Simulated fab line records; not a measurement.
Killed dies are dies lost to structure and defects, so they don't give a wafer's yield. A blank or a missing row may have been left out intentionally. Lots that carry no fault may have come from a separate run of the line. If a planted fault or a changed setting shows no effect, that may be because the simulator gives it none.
Which tool did it?	flow n5-finfet	57 wafers from 19 lots sampled at 6 of the route's 1938 steps

== WHAT EACH GAUGE READ, for each wafer ==
N5_BEOL_M3_THK_MEAS_01. Usual: for M3_ILD_THK the level is 78.9 nm and the standard deviation is 1.
lot	measured	on	M3_ILD_THK (nm)	flag
L075	day 6 23:31	film-metro-02	78.4 78.6 80.1	
L076	day 7 11:57	film-metro-02	77.9 79.1 78.6	
L077	day 7 16:41	film-metro-02	78.2 77.6 79.0	
L078	day 7 23:00	film-metro-01	76.6 77.5 79.0	
L080	day 8 07:20	film-metro-02	78.7 79.1 80.7	
L079	day 8 14:53	film-metro-02	77.4 76.9 78.0	
L082	day 9 01:59	film-metro-02	76.9 79.1 78.3	
L083	day 9 05:43	film-metro-02	77.4 79.1 78.0	
L085	day 9 23:05	film-metro-01	78.9 78.6 78.6	
L087	day 10 02:11	film-metro-01	78.1 79.4 79.0	
L089	day 10 16:44	film-metro-02	79.7 78.8 81.5	
L088	day 10 22:52	film-metro-02	78.8 78.8 80.4	
L090	day 11 05:08	film-metro-02	78.3 78.7 80.3	
L091	day 11 09:55	film-metro-02	79.2 79.4 81.5	
L092	day 11 14:25	film-metro-01	78.4 80.5 80.2	
L094	day 11 14:33	film-metro-02	78.8 78.0 78.8	
L095	day 12 13:44	film-metro-02	78.8 78.0 79.9	
L096	day 12 20:36	film-metro-02	78.9 78.5 79.7	
L097	day 12 16:22	film-metro-02	78.3 79.6 79.7	

== TOOL THAT RAN EACH LOT (tool first, then ch and the chambers of the sampled wafers, then the start) ==
lot	N5_BEOL_M0_ALD_136	N5_BEOL_M1_VIA_ETCH_34	N5_BEOL_M2_ETCH_69	N5_BEOL_M2_ETCH_70	N5_BEOL_M2_ALD_84
L075	ald-metal-03 ch 2,3, day 6 03:04	rie-diel-06 ch 0,2,3, day 6 10:34	rie-diel-05 ch 1,3, day 6 17:11	rie-diel-03 ch 0,2,3, day 6 18:53	ald-metal-01 ch 1,3, day 6 19:46
L076	ald-metal-03 ch 0,2,3, day 6 08:01	rie-diel-06 ch 0,1, day 6 15:44	rie-diel-04 ch 0,1, day 6 21:53	rie-diel-04 ch 1,3, day 7 07:26	ald-metal-01 ch 1,3, day 7 08:28
L077	ald-metal-04 ch 0,2, day 6 16:08	rie-diel-01 ch 1,2,3, day 7 00:40	rie-diel-05 ch 0,2, day 7 09:04	rie-diel-03 ch 0,1,2, day 7 10:55	ald-metal-03 ch 0,1, day 7 11:38
L078	ald-metal-03 ch 0,1,3, day 6 18:37	rie-diel-06 ch 0,1,2, day 7 07:38	rie-diel-04 ch 0,1, day 7 17:26	rie-diel-05 ch 0,1,3, day 7 17:41	ald-metal-03 ch 0,3, day 7 19:36
L080	ald-metal-03 ch 0,3, day 7 06:28	rie-diel-01 ch 0,1,3, day 7 15:56	rie-diel-04 ch 0,1,3, day 8 00:46	rie-diel-03 ch 0,2,3, day 8 03:12	ald-metal-03 ch 0,2,3, day 8 03:56
L079	ald-metal-04 ch 0,1,2, day 7 10:57	rie-diel-01 ch 0,1, day 7 19:43	rie-diel-05 ch 0,2, day 8 04:31	rie-diel-03 ch 1,2,3, day 8 10:25	ald-metal-01 ch 1,2, day 8 11:14
L082	ald-metal-04 ch 0,2,3, day 8 02:39	rie-diel-01 ch 1,2,3, day 8 10:59	rie-diel-05 ch 0,2,3, day 8 19:25	rie-diel-03 ch 0,1,2, day 8 21:23	ald-metal-01 ch 2,3, day 8 22:22
L083	ald-metal-01 ch 2,3, day 8 04:19	rie-diel-02 ch 0,2,3, day 8 13:03	rie-diel-04 ch 2,3, day 8 20:13	rie-diel-05 ch 2,3, day 9 00:50	ald-metal-03 ch 1,3, day 9 01:56
L085	ald-metal-04 ch 0,1,2, day 8 20:01	rie-diel-02 ch 0,2,3, day 9 05:12	rie-diel-05 ch 0,1, day 9 15:02	rie-diel-04 ch 0,1,3, day 9 16:43	ald-metal-01 ch 1,2,3, day 9 17:32
L087	ald-metal-03 ch 0,2,3, day 9 06:11	rie-diel-01 ch 0,1, day 9 12:09	rie-diel-05 ch 0,1, day 9 19:11	rie-diel-05 ch 1,2, day 9 21:04	ald-metal-02 ch 1,3, day 9 22:10
L089	ald-metal-03 ch 1,2,3, day 9 15:17	rie-diel-06 ch 1,2,3, day 9 21:08	rie-diel-03 ch 1,2,3, day 10 03:14	rie-diel-04 ch 0,1,3, day 10 12:10	ald-metal-01 ch 0,1,2, day 10 13:04
L088	ald-metal-04 ch 0,1,2, day 9 15:19	rie-diel-01 ch 0,1,3, day 10 08:16	rie-diel-03 ch 0,3, day 10 17:56	rie-diel-05 ch 1,2,3, day 10 18:32	ald-metal-01 ch 0,1,3, day 10 19:16
L090	ald-metal-01 ch 0,1,3, day 9 20:25	rie-diel-06 ch 0,2,3, day 10 12:13	rie-diel-03 ch 0,1,3, day 10 19:24	rie-diel-03 ch 0,2,3, day 11 00:32	ald-metal-02 ch 1,2,3, day 11 01:31
L091	ald-metal-04 ch 1,3, day 10 09:57	rie-diel-06 ch 0,2,3, day 10 15:17	rie-diel-05 ch 0,1,3, day 10 23:17	rie-diel-05 ch 2,3, day 11 04:07	ald-metal-02 ch 0,3, day 11 05:20
L092	ald-metal-03 ch 2,3, day 10 13:10	rie-diel-06 ch 1,3, day 10 18:28	rie-diel-04 ch 1,2, day 11 02:43	rie-diel-05 ch 0,2,3, day 11 09:43	ald-metal-02 ch 0,1,3, day 11 10:50
L094	ald-metal-04 ch 0,2,3, day 10 18:38	rie-diel-02 ch 1,2,3, day 11 00:34	rie-diel-03 ch 0,1,3, day 11 08:14	rie-diel-03 ch 1,3, day 11 09:46	ald-metal-03 ch 0,1,3, day 11 10:55
L095	ald-metal-04 ch 1,3, day 10 22:38	rie-diel-02 ch 1,2, day 11 07:02	rie-diel-05 ch 1,2, day 11 15:20	rie-diel-05 ch 0,2,3, day 12 07:48	ald-metal-01 ch 1,2,3, day 12 08:38
L096	ald-metal-04 ch 0,1,3, day 11 13:25	rie-diel-01 ch 1,2,3, day 12 03:06	rie-diel-03 ch 1,2,3, day 12 13:59	rie-diel-05 ch 0,3, day 12 15:19	ald-metal-02 ch 1,2,3, day 12 16:50
L097	ald-metal-04 ch 2,3, day 11 14:49	rie-diel-02 ch 0,1,3, day 12 02:38	rie-diel-05 ch 0,1,2, day 12 09:54	rie-diel-03 ch 1,3, day 12 12:04	ald-metal-02 ch 0,2,3, day 12 12:53
- N5_BEOL_M0_ALD_136: deposits TaN, pulse time 2 s, purge time 3 s, co reactant purge time 2 s.
- N5_BEOL_M1_VIA_ETCH_34: etches the open film in C4F6/O2, target depth 67.8 nm, time 64.4 s.
- N5_BEOL_M2_ETCH_69: etches SiARC in CF4, target depth 15.6 nm, time 26 s.
- N5_BEOL_M2_ETCH_70: etches SOC in N2/H2, target depth 80 nm, overetch 24 nm, time 130 s.
- N5_BEOL_M2_ALD_84: deposits TaN, pulse time 2 s, purge time 3 s, co reactant purge time 2 s.

== WHAT THE TOOLS THEMSELVES READ (means of the sampled wafers that have a number; where no wafer has one, the mark that the record gives instead) ==
N5_BEOL_M0_ALD_136. Usual: heater-power-w 420 W, standard deviation 35; precursor-vessel-pressure-torr 26.26 Torr, standard deviation 0.05; precursor-vessel-temp-c 75.01 C, standard deviation 0.13.
lot	tool	heater-power-w (W)	precursor-vessel-pressure-torr (Torr)	precursor-vessel-temp-c (C)	flag
L075	ald-metal-03	395	26.25	74.91	
L076	ald-metal-03	389	26.29	75.00	
L077	ald-metal-04	419	26.26	74.97	
L078	ald-metal-03	428	26.25	74.90	
L080	ald-metal-03	393	26.21	74.97	
L079	ald-metal-04	419	26.22	75.00	
L082	ald-metal-04	396	26.26	75.01	
L083	ald-metal-01	445	26.31	74.87	
L085	ald-metal-04	424	26.29	74.98	
L087	ald-metal-03	394	26.24	74.95	
L089	ald-metal-03	420	26.23	75.12	
L088	ald-metal-04	415	26.20	75.05	
L090	ald-metal-01	454	26.25	75.05	
L091	ald-metal-04	415	26.32	74.96	
L092	ald-metal-03	395	26.27	74.92	
L094	ald-metal-04	399	26.25	75.01	
L095	ald-metal-04	418	26.29	75.00	
L096	ald-metal-04	419	26.27	75.11	
L097	ald-metal-04	389	26.33	75.11	

N5_BEOL_M1_VIA_ETCH_34. Usual: O2_flow_sccm 10.01 sccm, standard deviation 0.033; chamber-pressure-mTorr 15.000 mTorr, standard deviation 0.016; drypump-motor-current-A 5.5 A, standard deviation 0.49; oes-product-au 0.74 a.u., standard deviation 0.056; rf-vpp-V 662 V, standard deviation 7.7; showerhead-plenum-p-Torr 2.79 Torr, standard deviation 0.097; throttle-valve-pct 30.73 %, standard deviation 0.23.
lot	tool	O2_flow_sccm (sccm)	chamber-pressure-mTorr (mTorr)	drypump-motor-current-A (A)	oes-product-au (a.u.)	rf-vpp-V (V)	showerhead-plenum-p-Torr (Torr)	throttle-valve-pct (%)	flag
L075	rie-diel-06	10.00	15.012	5.4	0.73	664	2.77	30.83	
L076	rie-diel-06	9.99	15.008	5.3	0.75	670	2.81	31.02	
L077	rie-diel-01	10.01	14.992	5.6	0.72	665	2.87	30.82	
L078	rie-diel-06	10.01	14.999	5.2	0.75	660	2.78	30.88	
L080	rie-diel-01	10.00	14.994	5.3	0.73	662	2.81	30.88	
L079	rie-diel-01	9.99	14.991	5.2	0.77	662	2.75	30.79	
L082	rie-diel-01	10.01	14.998	5.6	0.71	664	2.87	30.83	
L083	rie-diel-02	10.01	14.996	5.4	0.80	666	2.86	30.60	
L085	rie-diel-02	9.97	15.009	5.4	0.79	666	2.86	30.61	
L087	rie-diel-01	10.00	15.005	4.9	0.73	664	2.85	30.95	
L089	rie-diel-06	10.03	15.004	5.2	0.72	655	2.72	30.70	
L088	rie-diel-01	10.01	14.992	5.3	0.72	663	2.80	30.89	
L090	rie-diel-06	10.03	15.003	5.4	0.70	664	2.75	30.84	
L091	rie-diel-06	10.02	15.001	5.4	0.70	663	2.75	30.86	
L092	rie-diel-06	10.02	15.009	5.2	0.72	656	2.72	30.68	
L094	rie-diel-02	10.01	15.000	5.8	0.75	663	2.76	30.64	
L095	rie-diel-02	9.95	15.009	5.5	0.74	661	2.72	30.64	
L096	rie-diel-01	9.99	15.001	5.6	0.80	667	2.85	30.74	
L097	rie-diel-02	10.00	15.008	5.8	0.78	666	2.85	30.56	

N5_BEOL_M2_ETCH_69. Usual: cf4-flow-sccm 100.00 sccm, standard deviation 0.27; chamber-pressure-mTorr 40.00 mTorr, standard deviation 0.035; drypump-motor-current-A 6.1 A, standard deviation 0.35; etch-rf-on-time-s 26.0 s, standard deviation 0.39; oes-product-au 0.68 a.u., standard deviation 0.076; rf-vpp-V 183.8 V, standard deviation 1.1; showerhead-plenum-p-Torr 2.13 Torr, standard deviation 0.052; throttle-valve-pct 15.64 %, standard deviation 0.28.
lot	tool	cf4-flow-sccm (sccm)	chamber-pressure-mTorr (mTorr)	drypump-motor-current-A (A)	etch-rf-on-time-s (s)	oes-product-au (a.u.)	rf-vpp-V (V)	showerhead-plenum-p-Torr (Torr)	throttle-valve-pct (%)	flag
L075	rie-diel-05	100.05	40.03	6.2	26.6	0.60	183.8	2.18	15.98	
L076	rie-diel-04	100.06	39.99	5.6	26.0	0.59	183.5	2.18	15.66	
L077	rie-diel-05	99.91	40.03	6.2	25.5	0.72	183.8	2.09	15.32	
L078	rie-diel-04	100.04	40.00	5.6	26.2	0.58	183.6	2.17	15.67	
L080	rie-diel-04	99.90	40.03	5.9	26.1	0.59	183.5	2.12	15.81	
L079	rie-diel-05	99.77	40.00	6.1	25.9	0.71	182.6	2.08	15.31	
L082	rie-diel-05	100.22	40.01	6.2	25.8	0.67	184.1	2.13	15.56	
L083	rie-diel-04	100.10	39.96	6.0	26.1	0.65	183.1	2.05	15.80	
L085	rie-diel-05	99.75	39.99	6.1	25.9	0.74	183.2	2.09	15.37	
L087	rie-diel-05	100.03	40.02	6.1	25.7	0.73	183.2	2.09	15.37	
L089	rie-diel-03	100.06	40.00	6.1	26.4	0.67	184.1	2.15	15.81	
L088	rie-diel-03	100.05	39.99	6.2	26.1	0.68	184.0	2.16	15.62	
L090	rie-diel-03	99.78	40.00	6.2	25.9	0.71	184.4	2.14	15.69	
L091	rie-diel-05	99.98	40.01	6.1	26.0	0.68	183.5	2.12	15.64	
L092	rie-diel-04	99.77	40.02	5.6	26.0	0.71	183.8	2.11	15.40	
L094	rie-diel-03	100.01	40.03	6.2	25.7	0.70	183.6	2.13	15.70	
L095	rie-diel-05	99.82	39.98	6.2	25.9	0.72	183.2	2.09	15.52	
L096	rie-diel-03	100.23	40.00	6.1	26.4	0.73	184.1	2.14	15.68	
L097	rie-diel-05	99.99	39.98	6.2	25.9	0.69	183.5	2.08	15.45	

N5_BEOL_M2_ETCH_70. Usual: for chamber-pressure-mTorr, 30.001 mTorr with a standard deviation of 0.029; for drypump-motor-current-A, 6.1 A with a standard deviation of 0.36; for h2-flow-sccm, 200.1 sccm with a standard deviation of 0.58; for oes-product-au, 0.59 a.u. with a standard deviation of 0.065; for rf-vpp-V, 523.8 V with a standard deviation of 2.1; for showerhead-plenum-p-Torr, 2.55 Torr with a standard deviation of 0.07; for throttle-valve-pct, 17.88 % with a standard deviation of 0.28.
lot	tool	chamber-pressure-mTorr (mTorr)	drypump-motor-current-A (A)	h2-flow-sccm (sccm)	oes-product-au (a.u.)	rf-vpp-V (V)	showerhead-plenum-p-Torr (Torr)	throttle-valve-pct (%)	flag
L075	rie-diel-03	29.994	5.9	200.1	0.59	525.0	2.59	18.01	
L076	rie-diel-04	29.984	6.2	200.4	0.51	520.9	2.45	18.08	
L077	rie-diel-03	30.024	5.9	200.2	0.61	524.8	2.57	18.11	
L078	rie-diel-05	30.015	6.2	199.7	0.55	523.3	2.54	18.00	
L080	rie-diel-03	30.028	5.9	200.5	0.58	526.2	2.59	18.01	
L079	rie-diel-03	30.041	6.1	201.1	0.59	523.9	2.56	17.99	
L082	rie-diel-03	30.006	5.9	200.3	0.60	524.0	2.56	18.12	
L083	rie-diel-05	30.004	6.3	200.2	0.57	523.0	2.52	17.83	
L085	rie-diel-04	30.010	5.9	200.3	0.64	525.5	2.62	17.73	
L087	rie-diel-05	30.004	6.3	199.7	0.61	521.7	2.47	17.67	
L089	rie-diel-04	30.003	5.9	200.1	0.63	525.0	2.62	17.75	
L088	rie-diel-05	29.989	6.3	200.0	0.58	523.6	2.52	17.91	
L090	rie-diel-03	30.000	5.8	199.8	0.56	524.3	2.58	18.07	
L091	rie-diel-05	29.984	6.2	200.1	0.53	523.8	2.57	18.07	
L092	rie-diel-05	29.978	6.2	200.2	0.56	522.7	2.51	17.88	
L094	rie-diel-03	29.990	6.4	199.5	0.61	523.9	2.51	17.89	
L095	rie-diel-05	30.021	6.2	200.3	0.56	522.3	2.51	17.88	
L096	rie-diel-05	29.996	6.1	200.2	0.56	523.0	2.51	17.90	
L097	rie-diel-03	30.013	6.4	199.6	0.61	523.0	2.51	17.90	

N5_BEOL_M2_ALD_84. Usual: heater-power-w 428 W, standard deviation 34; precursor-vessel-pressure-torr 26.24 Torr, standard deviation 0.05; precursor-vessel-temp-c 75.00 C, standard deviation 0.13.
lot	tool	heater-power-w (W)	precursor-vessel-pressure-torr (Torr)	precursor-vessel-temp-c (C)	flag
L075	ald-metal-01	470	26.23	75.06	
L076	ald-metal-01	469	26.23	74.94	
L077	ald-metal-03	431	26.28	74.92	
L078	ald-metal-03	399	26.27	75.00	
L080	ald-metal-03	397	26.24	74.90	
L079	ald-metal-01	453	26.18	74.93	
L082	ald-metal-01	446	26.27	75.06	
L083	ald-metal-03	421	26.26	75.11	
L085	ald-metal-01	457	26.22	75.02	
L087	ald-metal-02	431	26.26	74.97	
L089	ald-metal-01	439	26.22	75.03	
L088	ald-metal-01	461	26.28	75.00	
L090	ald-metal-02	413	26.26	74.98	
L091	ald-metal-02	433	26.29	75.01	
L092	ald-metal-02	420	26.23	74.91	
L094	ald-metal-03	421	26.25	74.91	
L095	ald-metal-01	463	26.25	75.09	
L096	ald-metal-02	413	26.27	75.02	
L097	ald-metal-02	415	26.24	74.96	

== THE ANSWER, worked out from the rows above alone ==
Rule: take the mean of a lot's wafers that have a number; if it is more than 3 standard deviations from the usual mean, the lot is off. A lot without any number at a reading at which 4 lots or more have one is off too. Where the step has rows for the other lots, those lots are counted as sound. The gauges are gone through in route order, then the tools' own readings, and for those a lot's mean is taken as printed above. The first step at which some lot is off is used, and at that step the reading that is off furthest; a lot without a number counts as furthest.
Nothing can be told from this: no lot is off at any reading shown.

== WHAT THE SIMULATOR PUT IN ==
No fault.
